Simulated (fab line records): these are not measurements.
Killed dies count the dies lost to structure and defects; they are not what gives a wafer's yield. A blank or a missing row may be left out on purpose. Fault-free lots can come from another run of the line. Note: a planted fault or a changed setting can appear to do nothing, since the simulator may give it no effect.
fab line records -- flow nand-harc -- part 1 of 2: steps 1 to 28 of 39
record: lots: 5, wafers: 15, last-day: 32
route steps=1302 shown A_STAIRCASE@791
lots that met no fault: from a run of the same line without faults
start-h: hours from the record's opening day to when the first of the lot's shown wafers began -- wait-h: time in hours since the lot's previous step -- " repeats the value in the row above -- L1.1+2: a row that stands for several wafers -- - no value, or no start was given -- * or withheld: withheld -- < > ~ a bound
route shown NAME@n: names a module that has steps shown in the file, with the first one's number in the route -- usual: average and standard deviation across the fault-free wafers -- same: alike in all rows -- chamber/n: place in a boat -- sites: the reading at each site -- _std_site: standard deviation across them -- _edge_site: inner sites' mean taken away from outer sites' mean -- radius-mm: how far each site lies from the wafer's centre -- mask NAME#n: copy n -- behind: tool/chamber where the wafer was last shaped -- hold: what put the lot on hold/how long, in hours/how the hold closed -- device: whichever transistor did not switch (one of n, p or np) -- end of line: at the end of the route, the tests of the same wafers -- a step given without rows: its recipe and nothing more -- killed: count of dies lost to structure and defects at first sort (not the wafer's yield) -- map: a wafer's dies, marking killed ones x, the rest . and places with no die _
set.NAME: the setting that was run; set.NAME@STEP: the one run at that earlier step -- model.NAME: the simulator's own value behind a step, which no gauge read
lots at selected steps of the route; one table per step, one row per wafer
services: when a tool's chamber went out of use (start-h, in hours from the record's first day, below 0 if earlier), for how many hours, and the reason
== steps ==
step: NHARC_A_STAIRCASE_STRIP_275
recipe: time-s: 900, temp-c: 130, chemistry: SPM
lot.wafer,tool,chamber,start-h,wait-h
L074.5+3+4,wet-bench-01,"1,5,6",379.22,-
L081.5+2+4,wet-bench-01,"4,5,6",439.91,-
L091.4+3+6,wet-bench-07,"2,3,5",540.88,-
L090.6+4+2,wet-bench-07,"0,1,2",543.74,-
L093.2+4+3,wet-bench-07,"1,3,4",578.14,-
step: NHARC_A_STAIRCASE_PRECLEAN_276
recipe: time-s: *, temp-c: 50, bath-age-min: 0, chemistry: SC1
usual: h2o2-flow-mL-min: 56.60/0.15
lot.wafer,tool,chamber,start-h,wait-h,h2o2-flow-mL-min
L074.5,wet-bench-01,1,-,-,56.76
L074.3,wet-bench-01,5,-,-,56.58
L074.4,wet-bench-01,6,-,-,56.77
L081.5,wet-bench-01,4,-,-,56.65
L081.2,wet-bench-01,5,-,-,56.46
L081.4,wet-bench-01,6,-,-,56.39
L091.4,wet-bench-07,2,-,-,56.40
L091.3,wet-bench-07,3,-,-,56.70
L091.6,wet-bench-07,5,-,-,56.45
L090.6,wet-bench-07,0,-,-,56.50
L090.4,wet-bench-07,1,-,-,56.57
L090.2,wet-bench-07,2,-,-,56.79
L093.2,wet-bench-07,1,-,-,56.73
L093.4,wet-bench-07,3,-,-,56.46
L093.3,wet-bench-07,4,-,-,56.56
step: NHARC_A_STAIRCASE_SRD_277
lot.wafer,tool,chamber,start-h,wait-h
L074.5+3+4,wet-bench-01,"1,5,6",-,-
L081.5+2+4,wet-bench-01,"4,5,6",-,-
L091.4+3+6,wet-bench-07,"2,3,5",-,-
L090.6+4+2,wet-bench-07,"0,1,2",-,-
L093.2+4+3,wet-bench-07,"1,3,4",-,-
step: NHARC_A_STAIRCASE_HM_DEP_459
recipe: target-thk-a: 15000, temp-c: 400, material: aC
usual: throttle-valve-pct: 35.001/0.0096
lot.wafer,tool,chamber,start-h,wait-h,throttle-valve-pct
L074.3,acl-dep-03,0,380.37,0.7,35.007
L074.4,acl-dep-03,0,380.37,0.7,34.986
L074.5,acl-dep-03,0,380.37,0.7,34.995
L081.2,acl-dep-03,0,440.72,0.4,35.011
L081.4,acl-dep-03,0,440.72,0.4,35.008
L081.5,acl-dep-03,0,440.72,0.4,34.993
L091.3,acl-dep-01,0,542.01,0.7,34.998
L091.4,acl-dep-01,0,542.01,0.7,34.991
L091.6,acl-dep-01,0,542.01,0.7,35.007
L090.2,acl-dep-02,0,544.55,0.4,35.000
L090.4,acl-dep-02,0,544.55,0.4,34.997
L090.6,acl-dep-02,0,544.55,0.4,35.008
L093.2,acl-dep-02,0,579.28,0.7,34.992
L093.3,acl-dep-02,0,579.28,0.7,35.018
L093.4,acl-dep-02,0,579.28,0.7,35.004
step: NHARC_A_STAIRCASE_DEP_280
recipe: target-thk-a: 300, target-thk-nm: 30, temp-c: 400, pressure-torr: 3.5, flow-sccm: 200, rf-w: 350, material: SiON
usual: heater-power-w: 736/110
lot.wafer,tool,chamber,start-h,wait-h,heater-power-w
L074.3,pecvd-04,0,381.68,1.0,794
L074.5,pecvd-04,1,381.68,1.0,724
L074.4,pecvd-04,0,381.68,1.0,778
L081.2,pecvd-04,1,442.53,1.5,750
L081.4,pecvd-04,1,442.53,1.5,617
L081.5,pecvd-04,0,442.53,1.5,803
L091.3,pecvd-01,2,543.26,0.9,705
L091.6,pecvd-01,0,543.26,0.9,638
L091.4,pecvd-01,1,543.26,0.9,779
L090.2,pecvd-04,1,546.18,1.3,678
L090.4,pecvd-04,2,546.18,1.3,602
L090.6,pecvd-04,0,546.18,1.3,787
L093.3,pecvd-01,0,580.81,0.9,634
L093.2,pecvd-01,1,580.81,0.9,757
L093.4,pecvd-01,0,580.81,0.9,636
step: NHARC_A_STAIRCASE_DEHYDRATE_281
recipe: temp-c: 150, time-s: 120
lot.wafer,tool,chamber,start-h,wait-h
L074.3+4+5,litho-track-03,0,381.90,0.2
L081.2+4+5,litho-track-02,0,442.88,0.3
L091.3+4+6,litho-track-03,0,543.56,0.3
L090.2+4+6,litho-track-03,0,546.39,0.2
L093.2+3+4,litho-track-07,0,581.08,0.2
step: NHARC_A_STAIRCASE_HMDS_282
recipe: time-s: 30
lot.wafer,tool,chamber,start-h,wait-h
L074.3+4+5,litho-track-03,0,-,-
L081.2+4+5,litho-track-02,0,-,-
L091.3+4+6,litho-track-03,0,-,-
L090.2+4+6,litho-track-03,0,-,-
L093.2+3+4,litho-track-07,0,-,-
step: NHARC_A_STAIRCASE_COAT_283
recipe: spin-rpm: 1200
lot.wafer,tool,chamber,start-h,wait-h
L074.3+4+5,litho-track-03,0,-,-
L081.2+4+5,litho-track-02,0,-,-
L091.3+4+6,litho-track-03,0,-,-
L090.2+4+6,litho-track-03,0,-,-
L093.2+3+4,litho-track-07,0,-,-
step: NHARC_A_STAIRCASE_SOFTBAKE_284
recipe: temp-c: 135, time-s: 170
lot.wafer,tool,chamber,start-h,wait-h
L074.3+4+5,litho-track-03,0,-,-
L081.2+4+5,litho-track-02,0,-,-
L091.3+4+6,litho-track-03,0,-,-
L090.2+4+6,litho-track-03,0,-,-
L093.2+3+4,litho-track-07,0,-,-
step: NHARC_A_STAIRCASE_EBR_285
lot.wafer,tool,chamber,start-h,wait-h
L074.3+4+5,litho-track-03,0,-,-
L081.2+4+5,litho-track-02,0,-,-
L091.3+4+6,litho-track-03,0,-,-
L090.2+4+6,litho-track-03,0,-,-
L093.2+3+4,litho-track-07,0,-,-
step: NHARC_A_STAIRCASE_EXPOSE_286
recipe: na: 0.5, dose-mj: 25.01, mask-id: CHOP_100
usual: focus-offset-nm: -0.2/0.43
lot.wafer,tool,chamber,start-h,wait-h,mask,focus-offset-nm
L074.3,krf-scanner-02,0,382.24,-,CHOP_100#0,0.3
L074.4,krf-scanner-02,0,382.24,-,CHOP_100#0,-0.5
L074.5,krf-scanner-02,0,382.24,-,CHOP_100#0,-0.6
L081.2,krf-scanner-01,0,443.22,-,CHOP_100#0,-0.5
L081.4,krf-scanner-01,0,443.22,-,CHOP_100#0,0.4
L081.5,krf-scanner-01,0,443.22,-,CHOP_100#0,0.1
L091.3,krf-scanner-01,0,543.78,-,CHOP_100#0,-0.4
L091.4,krf-scanner-01,0,543.78,-,CHOP_100#0,-0.2
L091.6,krf-scanner-01,0,543.78,-,CHOP_100#0,-0.3
L090.2,krf-scanner-02,0,546.73,-,CHOP_100#0,-0.7
L090.4,krf-scanner-02,0,546.73,-,CHOP_100#0,-0.2
L090.6,krf-scanner-02,0,546.73,-,CHOP_100#0,0.3
L093.2,krf-scanner-01,0,581.42,-,CHOP_100#0,-0.1
L093.3,krf-scanner-01,0,581.42,-,CHOP_100#0,0.4
L093.4,krf-scanner-01,0,581.42,-,CHOP_100#0,0.4
step: NHARC_A_STAIRCASE_PEB_287
recipe: peb-temp-c: 115, peb-time-s: 130
lot.wafer,tool,chamber,start-h,wait-h
L074.3+4+5,litho-track-07,0,382.30,0.0
L081.2+4+5,litho-track-03,0,443.28,0.1
L091.3+4+6,litho-track-03,0,543.83,0.0
L090.2+4+6,litho-track-02,0,546.80,0.1
L093.2+3+4,litho-track-07,0,581.48,0.1
step: NHARC_A_STAIRCASE_DEVELOP_288
recipe: time-s: 140
lot.wafer,tool,chamber,start-h,wait-h
L074.3+4+5,litho-track-07,0,-,-
L081.2+4+5,litho-track-03,0,-,-
L091.3+4+6,litho-track-03,0,-,-
L090.2+4+6,litho-track-02,0,-,-
L093.2+3+4,litho-track-07,0,-,-
step: NHARC_A_STAIRCASE_HARDBAKE_290
recipe: temp-c: 120, time-s: 140
lot.wafer,tool,chamber,start-h,wait-h
L074.3+4+5,litho-track-03,0,382.52,-
L081.2+4+5,litho-track-02,0,443.50,-
L091.3+4+6,litho-track-02,0,544.06,-
L090.2+4+6,litho-track-07,0,547.02,-
L093.2+3+4,litho-track-07,0,581.70,-
step: NHARC_A_STAIRCASE_DESCUM_291
recipe: time-s: 3, o2-flow-sccm: 200, ar-flow-sccm: 0, bias-power-w: 0, chemistry: O2
usual: drypump-motor-current-A: 5.6/0.48, oes-product-au: 1.004/0.007, rf-vpp-V: 57.8/0.95, showerhead-plenum-p-Torr: 1.92/0.074, throttle-valve-pct: 11.312/0.0094
lot.wafer,tool,chamber,start-h,wait-h,drypump-motor-current-A,oes-product-au,rf-hours-counter-h,rf-vpp-V,showerhead-plenum-p-Torr,throttle-valve-pct
L074.3,rie-diel-10,2,382.60,-,5.8,1.006,39,57.2,2.03,11.308
L074.4,rie-diel-10,0,382.60,-,5.0,1.001,38,57.6,1.94,11.316
L074.5,rie-diel-10,2,382.60,-,5.8,0.996,-,58.9,2.03,11.312
L081.2,rie-diel-05,1,443.60,-,6.0,0.996,8,58.7,1.80,11.316
L081.4,rie-diel-05,2,443.60,-,4.8,0.991,10,58.5,2.02,11.313
L081.5,rie-diel-05,0,443.60,-,5.2,0.990,-,59.6,1.95,11.288
L091.4,rie-diel-05,2,544.14,-,4.9,1.003,36,58.8,2.01,11.322
L091.3,rie-diel-05,3,544.14,-,5.3,0.998,37,57.9,1.83,11.337
L091.6,rie-diel-05,2,544.14,-,4.8,0.991,-,58.9,2.01,11.312
L090.4,rie-diel-01,2,547.11,-,5.5,1.004,56,56.9,1.91,11.310
L090.2,rie-diel-01,1,547.11,-,6.2,1.012,52,59.9,2.02,11.319
L090.6,rie-diel-01,2,547.11,-,5.5,0.998,-,58.3,1.91,11.319
L093.2,rie-diel-01,2,581.80,-,5.5,1.009,4,58.6,1.91,11.309
L093.4,rie-diel-01,3,581.80,-,5.9,1.010,4,58.1,1.93,11.297
L093.3,rie-diel-01,0,581.80,-,5.5,1.000,5,57.4,1.93,11.291
step: NHARC_A_STAIRCASE_ETCH_292
recipe: cf4-flow-sccm: 100, chf3-flow-sccm: 30, ar-flow-sccm: 0, rf-w: 500, bias-w: 200, chemistry: CF4/CHF3
usual: drypump-motor-current-A: 5.6/0.46, oes-product-au: 0.938/0.021, rf-vpp-V: 370.9/2.2, showerhead-plenum-p-Torr: 1.58/0.059, throttle-valve-pct: 16.803/0.0089
lot.wafer,tool,chamber,start-h,wait-h,drypump-motor-current-A,oes-product-au,rf-hours-counter-h,rf-vpp-V,showerhead-plenum-p-Torr,throttle-valve-pct
L074.4,rie-diel-10,0,382.76,0.1,5.0,0.928,39,371.0,1.59,16.784
L074.3,rie-diel-10,1,382.76,0.1,6.5,0.911,41,373.5,1.61,16.788
L074.5,rie-diel-10,2,382.76,0.1,5.8,0.923,-,372.5,1.66,16.819
L081.4,rie-diel-05,3,443.69,0.1,5.3,0.920,9,368.3,1.52,16.809
L081.2,rie-diel-05,0,443.69,0.1,5.2,0.931,8,372.0,1.60,16.797
L081.5,rie-diel-05,3,443.69,0.1,5.3,0.938,-,368.3,1.52,16.829
L091.3,rie-diel-05,2,544.23,0.1,4.9,0.928,36,373.5,1.65,16.795
L091.4,rie-diel-05,3,544.23,0.1,5.3,0.934,37,368.9,1.51,16.801
L091.6,rie-diel-05,1,544.23,0.1,6.1,0.934,-,366.8,1.48,16.805
L090.2,rie-diel-01,3,547.20,0.1,5.9,0.923,52,370.6,1.59,16.812
L090.4,rie-diel-01,0,547.20,0.1,5.4,0.931,48,371.3,1.59,16.800
L090.6,rie-diel-01,3,547.20,0.1,5.9,0.936,-,370.1,1.59,16.811
L093.3,rie-diel-01,0,581.88,0.1,5.5,0.917,5,371.4,1.59,16.811
L093.4,rie-diel-01,2,581.88,0.1,5.5,0.933,4,369.7,1.57,16.811
L093.2,rie-diel-01,3,581.88,0.1,5.9,0.929,4,370.4,1.59,16.815
step: NHARC_A_STAIRCASE_HM_OPEN_460
recipe: o2-flow-sccm: 400, cos-flow-sccm: 20, ar-flow-sccm: 0, rf-w: 500, bias-w: 300, chemistry: O2/COS
usual: drypump-motor-current-A: 5.6/0.48, oes-product-au: 1.003/0.0071, rf-vpp-V: 467.5/2.6, showerhead-plenum-p-Torr: 3.14/0.12, throttle-valve-pct: 28.329/0.0086
lot.wafer,tool,chamber,start-h,wait-h,drypump-motor-current-A,oes-product-au,rf-hours-counter-h,rf-vpp-V,showerhead-plenum-p-Torr,throttle-valve-pct
L074.3,rie-diel-10,3,-,-,5.9,0.999,42,465.7,3.03,28.322
L074.4,rie-diel-10,1,-,-,6.4,0.999,41,468.9,3.20,28.317
L074.5,rie-diel-10,0,-,-,5.0,1.001,-,467.6,3.16,28.323
L081.2,rie-diel-05,3,-,-,5.3,1.017,9,464.2,3.01,28.337
L081.4,rie-diel-05,0,-,-,5.3,1.010,8,468.7,3.18,28.333
L081.5,rie-diel-05,1,-,-,6.0,1.004,-,462.6,2.94,28.330
L091.4,rie-diel-05,1,-,-,6.1,0.999,34,461.9,2.93,28.334
L091.3,rie-diel-05,2,-,-,4.9,0.998,36,470.3,3.27,28.338
L091.6,rie-diel-05,0,-,-,5.3,1.002,-,467.6,3.16,28.333
L090.4,rie-diel-01,2,-,-,5.5,1.002,56,467.4,3.12,28.344
L090.2,rie-diel-01,3,-,-,5.9,1.011,52,468.0,3.15,28.333
L090.6,rie-diel-01,0,-,-,5.4,1.009,-,467.5,3.15,28.331
L093.3,rie-diel-01,2,-,-,5.5,0.988,4,467.4,3.12,28.342
L093.2,rie-diel-01,3,-,-,5.8,1.002,4,468.2,3.15,28.325
L093.4,rie-diel-01,0,-,-,5.5,1.001,5,467.1,3.15,28.329
step: NHARC_A_STAIRCASE_STRIP_461
recipe: o2-flow-sccm: 400, cos-flow-sccm: 20, ar-flow-sccm: 0, bias-w: 0, chemistry: O2/COS
lot.wafer,tool,chamber,start-h,wait-h
L074.3+4+5,rie-diel-10,"0,3,1",-,-
L081.2+4+5,rie-diel-05,"2,3,0",-,-
L091.3+4+6,rie-diel-05,"1,2,3",-,-
L090.4+2+6,rie-diel-01,"1,2,1",-,-
L093.4+3+2,rie-diel-01,"3,0,2",-,-
step: NHARC_A_STAIRCASE_ETCH_452
recipe: target-depth-a: 300, overetch-a: 30, time-s: 16.5, ion-energy-ev: 100, cf4-flow-sccm: 80, o2-flow-sccm: 20, ar-flow-sccm: 0, rf-w: 300, bias-w: 100, chemistry: CF4/O2
usual: drypump-motor-current-A: 5.6/0.47, oes_ar_750_au: 1.000/0.0044, oes-product-au: 1.003/0.0066, rf-vpp-V: 198.0/1.3, showerhead-plenum-p-Torr: 1.34/0.051, throttle-valve-pct: 13.397/0.0091
lot.wafer,tool,chamber,start-h,wait-h,drypump-motor-current-A,oes_ar_750_au,oes-product-au,rf-hours-counter-h,rf-vpp-V,showerhead-plenum-p-Torr,throttle-valve-pct
L074.4,rie-diel-10,0,-,-,5.0,1.002,1.005,39,198.6,1.35,13.387
L074.3,rie-diel-10,1,-,-,6.4,1.005,0.993,41,199.0,1.37,13.412
L074.5,rie-diel-10,0,-,-,5.0,0.999,1.000,-,196.9,1.35,13.400
L081.4,rie-diel-05,2,-,-,4.9,1.000,1.001,10,198.9,1.41,13.399
L081.2,rie-diel-05,3,-,-,5.3,1.002,1.015,9,197.4,1.29,13.415
L081.5,rie-diel-05,2,-,-,4.9,1.007,1.004,-,197.1,1.41,13.392
L091.3,rie-diel-05,1,-,-,6.1,1.000,1.016,34,195.9,1.25,13.400
L091.4,rie-diel-05,3,-,-,5.3,1.002,1.002,37,196.9,1.28,13.395
L091.6,rie-diel-05,1,-,-,6.1,1.004,0.991,-,196.2,1.25,13.401
L090.4,rie-diel-01,2,-,-,5.5,0.998,1.004,56,197.1,1.34,13.391
L090.2,rie-diel-01,0,-,-,5.4,0.999,1.006,48,198.9,1.35,13.390
L090.6,rie-diel-01,1,-,-,6.1,0.998,1.008,-,197.9,1.41,13.394
L093.4,rie-diel-01,3,-,-,5.9,1.001,1.006,4,198.4,1.35,13.404
L093.2,rie-diel-01,1,-,-,6.2,1.003,1.002,6,200.3,1.41,13.411
L093.3,rie-diel-01,2,-,-,5.5,1.004,0.998,4,196.6,1.33,13.393
step: NHARC_A_STAIRCASE_ETCH_294
recipe: target-depth-a: 49890, time-s: 1211.6, ion-energy-ev: 800, c4f8-flow-sccm: 80, o2-flow-sccm: 60, ar-flow-sccm: withheld, rf-w: 600, bias-w: 3000, chemistry: C4F8/O2/Ar
usual: oes-product-au: 0.936/0.0086, rf-vpp-V: 1828/9.7
lot.wafer,tool,chamber,start-h,wait-h,oes-product-au,rf-hours-counter-h,rf-vpp-V
L074.3,rie-diel-10,0,-,-,0.942,39,1829
L074.4,rie-diel-10,1,-,-,0.939,42,1835
L074.5,rie-diel-10,2,-,-,0.930,-,1841
L081.2,rie-diel-05,3,-,-,0.942,9,1817
L081.4,rie-diel-05,1,-,-,0.930,9,1813
L081.5,rie-diel-05,2,-,-,0.925,-,1841
L091.3,rie-diel-05,3,-,-,0.926,37,1818
L091.4,rie-diel-05,1,-,-,0.923,35,1810
L091.6,rie-diel-05,3,-,-,0.919,-,1816
L090.2,rie-diel-01,3,-,-,0.937,53,1830
L090.4,rie-diel-01,2,-,-,0.952,56,1826
L090.6,rie-diel-01,0,-,-,0.925,-,1829
L093.2,rie-diel-01,3,-,-,0.921,4,1828
L093.4,rie-diel-01,0,-,-,0.932,6,1830
L093.3,rie-diel-01,2,-,-,0.930,4,1827
step: NHARC_A_STAIRCASE_STRIP_295
recipe: o2-flow-sccm: 500, ar-flow-sccm: 0, bias-w: 0, chemistry: O2
usual: drypump-motor-current-A: 5.6/0.47, oes-product-au: 1.003/0.0075, rf-vpp-V: 57.7/0.9, showerhead-plenum-p-Torr: 3.55/0.13, throttle-valve-pct: 17.037/0.0088
lot.wafer,tool,chamber,start-h,wait-h,drypump-motor-current-A,oes-product-au,rf-hours-counter-h,rf-vpp-V,showerhead-plenum-p-Torr,throttle-valve-pct
L074.4,rie-diel-10,0,-,-,5.0,1.012,39,56.7,3.57,17.047
L074.3,rie-diel-10,1,-,-,6.5,0.996,42,56.9,3.61,17.042
L074.5,rie-diel-10,0,-,-,5.0,1.000,-,56.4,3.57,17.037
L081.4,rie-diel-05,2,-,-,4.9,1.002,10,59.5,3.71,17.051
L081.2,rie-diel-05,1,-,-,6.1,1.005,9,58.2,3.33,17.028
L081.5,rie-diel-05,2,-,-,4.9,0.992,-,58.1,3.71,17.039
L091.4,rie-diel-05,2,-,-,4.9,0.996,37,56.4,3.69,17.051
L091.3,rie-diel-05,1,-,-,6.1,1.009,35,57.2,3.32,17.033
L091.6,rie-diel-05,3,-,-,5.3,0.999,-,57.7,3.39,17.020
L090.2,rie-diel-01,0,-,-,5.5,1.017,49,59.3,3.56,17.037
L090.4,rie-diel-01,1,-,-,6.1,1.005,52,56.6,3.72,17.027
L090.6,rie-diel-01,2,-,-,5.5,1.002,-,57.8,3.53,17.031
L093.4,rie-diel-01,2,-,-,5.5,0.997,5,56.7,3.52,17.032
L093.3,rie-diel-01,3,-,-,5.9,0.995,4,58.1,3.56,17.035
L093.2,rie-diel-01,0,-,-,5.5,0.986,6,58.0,3.56,17.037
step: NHARC_A_STAIRCASE_STRIP_296
recipe: time-s: 900, temp-c: 130, chemistry: SPM
lot.wafer,tool,chamber,start-h,wait-h
L074.5+4+3,wet-bench-07,"4,5,6",384.60,-
L081.2+4+5,wet-bench-09,"2,6,7",445.33,-
L091.6+4+3,wet-bench-07,"5,6,7",545.96,-
L090.2+6+4,wet-bench-07,"3,4,6",548.83,-
L093.4+2+3,wet-bench-01,"0,3,4",583.51,-
step: NHARC_A_STAIRCASE_PRECLEAN_297
recipe: time-s: *, temp-c: 50, bath-age-min: 0, chemistry: SC1
usual: h2o2-flow-mL-min: 56.61/0.16
lot.wafer,tool,chamber,start-h,wait-h,h2o2-flow-mL-min
L074.5,wet-bench-07,4,-,-,56.36
L074.4,wet-bench-07,5,-,-,56.66
L074.3,wet-bench-07,6,-,-,56.54
L081.2,wet-bench-09,2,-,-,56.63
L081.4,wet-bench-09,6,-,-,56.45
L081.5,wet-bench-09,7,-,-,56.75
L091.6,wet-bench-07,5,-,-,56.45
L091.4,wet-bench-07,6,-,-,56.35
L091.3,wet-bench-07,7,-,-,56.72
L090.2,wet-bench-07,3,-,-,56.78
L090.6,wet-bench-07,4,-,-,56.62
L090.4,wet-bench-07,6,-,-,56.50
L093.4,wet-bench-01,0,-,-,56.57
L093.2,wet-bench-01,3,-,-,56.68
L093.3,wet-bench-01,4,-,-,56.30
step: NHARC_A_STAIRCASE_SRD_298
lot.wafer,tool,chamber,start-h,wait-h
L074.5+4+3,wet-bench-07,"4,5,6",-,-
L081.2+4+5,wet-bench-09,"2,6,7",-,-
L091.6+4+3,wet-bench-07,"5,6,7",-,-
L090.2+6+4,wet-bench-07,"3,4,6",-,-
L093.4+2+3,wet-bench-01,"0,3,4",-,-
step: NHARC_A_STAIRCASE_HM_DEP_462
recipe: target-thk-a: 8000, temp-c: 400, material: aC
usual: throttle-valve-pct: 35.000/0.0084
lot.wafer,tool,chamber,start-h,wait-h,throttle-valve-pct
L074.3,acl-dep-01,0,385.72,0.7,34.987
L074.4,acl-dep-01,0,385.72,0.7,34.992
L074.5,acl-dep-01,0,385.72,0.7,34.991
L081.2,acl-dep-03,0,446.81,1.0,34.992
L081.4,acl-dep-03,0,446.81,1.0,34.972
L081.5,acl-dep-03,0,446.81,1.0,34.990
L091.3,acl-dep-02,0,547.08,0.7,35.002
L091.4,acl-dep-02,0,547.08,0.7,34.998
L091.6,acl-dep-02,0,547.08,0.7,35.002
L090.2,acl-dep-02,0,550.79,1.5,35.008
L090.4,acl-dep-02,0,550.79,1.5,34.997
L090.6,acl-dep-02,0,550.79,1.5,34.999
L093.2,acl-dep-03,0,584.95,1.0,34.986
L093.3,acl-dep-03,0,584.95,1.0,34.987
L093.4,acl-dep-03,0,584.95,1.0,35.003
step: NHARC_A_STAIRCASE_DEP_301
recipe: target-thk-a: 300, target-thk-nm: 30, temp-c: 400, pressure-torr: 3.5, flow-sccm: 200, rf-w: 350, material: SiON
usual: heater-power-w: 740/120
lot.wafer,tool,chamber,start-h,wait-h,heater-power-w
L074.3,pecvd-01,1,387.01,1.0,762
L074.4,pecvd-01,2,387.01,1.0,603
L074.5,pecvd-01,0,387.01,1.0,713
L081.2,pecvd-02,2,448.41,1.3,769
L081.4,pecvd-02,2,448.41,1.3,788
L081.5,pecvd-02,0,448.41,1.3,1040
L091.3,pecvd-01,1,548.33,0.9,759
L091.4,pecvd-01,1,548.33,0.9,746
L091.6,pecvd-01,2,548.33,0.9,572
L090.2,pecvd-02,2,552.34,1.2,779
L090.4,pecvd-02,0,552.34,1.2,1068
L090.6,pecvd-02,1,552.34,1.2,734
L093.2,pecvd-01,0,586.53,1.3,622
L093.3,pecvd-01,1,586.53,1.3,827
L093.4,pecvd-01,2,586.53,1.3,703
step: NHARC_A_STAIRCASE_DEHYDRATE_302
recipe: temp-c: 150, time-s: 120
lot.wafer,tool,chamber,start-h,wait-h
L074.3+4+5,litho-track-03,0,387.22,0.2
L081.2+4+5,litho-track-02,0,448.65,0.2
L091.3+4+6,litho-track-02,0,548.61,0.2
L090.2+4+6,litho-track-03,0,552.63,0.3
L093.2+3+4,litho-track-02,0,586.78,0.2
step: NHARC_A_STAIRCASE_HMDS_303
recipe: time-s: 30
lot.wafer,tool,chamber,start-h,wait-h
L074.3+4+5,litho-track-03,0,-,-
L081.2+4+5,litho-track-02,0,-,-
L091.3+4+6,litho-track-02,0,-,-
L090.2+4+6,litho-track-03,0,-,-
L093.2+3+4,litho-track-02,0,-,-
